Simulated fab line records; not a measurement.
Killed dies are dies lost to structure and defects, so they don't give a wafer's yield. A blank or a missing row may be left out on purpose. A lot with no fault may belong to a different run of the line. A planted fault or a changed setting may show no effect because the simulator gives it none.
Chamber matching	flow n5 finfet	N5_BEOL_M0_SAQP_PECVD_97 on pecvd-04: 3 sister chambers
The step deposits SiNx from SiH4/NH3/N2, target thk 23 nm, time 19.9 s. 6 wafers are shown with their chamber, then 11 later ones without.

## WAFERS, EACH WITH ITS CHAMBER
wafer	chamber	showerhead plenum p Torr (Torr)	throttle valve pct (%)
L081.6	0	5.17	38.8
L082.4	2	5.19	39.6
L084.1	1	5.16	39.0
L084.3	2	5.19	39.4
L084.4	1	5.14	39.0
L086.1	0	5.18	38.9

## WAFERS WITHOUT THEIR CHAMBER
wafer	showerhead plenum p Torr (Torr)	throttle valve pct (%)
L086.2	5.15	39.5
L086.3	5.19	39.6
L087.2	5.19	39.6
L087.4	5.17	39.6
L087.6	5.18	38.8
L094.2	5.16	39.3
L094.5	5.16	39.2
L094.6	5.19	40.1
L096.1	5.16	39.3
L096.2	5.19	38.7
L096.6	5.18	38.8

## WHICH CHAMBER EACH ONE RAN IN
wafer	from the rows above	in truth
L086.2	can't be placed: 2 or 1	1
L086.3	2	2
L087.2	2	2
L087.4	2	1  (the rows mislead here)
L087.6	0	0
L094.2	can't be placed: 1 or 2 or 0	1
L094.5	can't be placed: 1 or 0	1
L094.6	2	2
L096.1	can't be placed: 1 or 2 or 0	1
L096.2	0	0
L096.6	0	0
Correctly placed: 6 of 11. Can't be placed from these rows: 4 (the true chamber is among the candidates in 4). Wrongly placed: 1.
How it was worked out, from the rows above alone: a wafer's distance from a chamber is the root of the sum, over the readings, of the square of ((its reading less the chamber's mean) divided by the reading's scatter). The wafer belongs to the nearest chamber; if the next one is less than 2 further off, it can't be placed. The mean given for a chamber averages the wafers shown for that chamber. The scatter: the root of (the sum of the squares of (reading less its chamber's mean) over the shown wafers, divided by (wafers less chambers)).
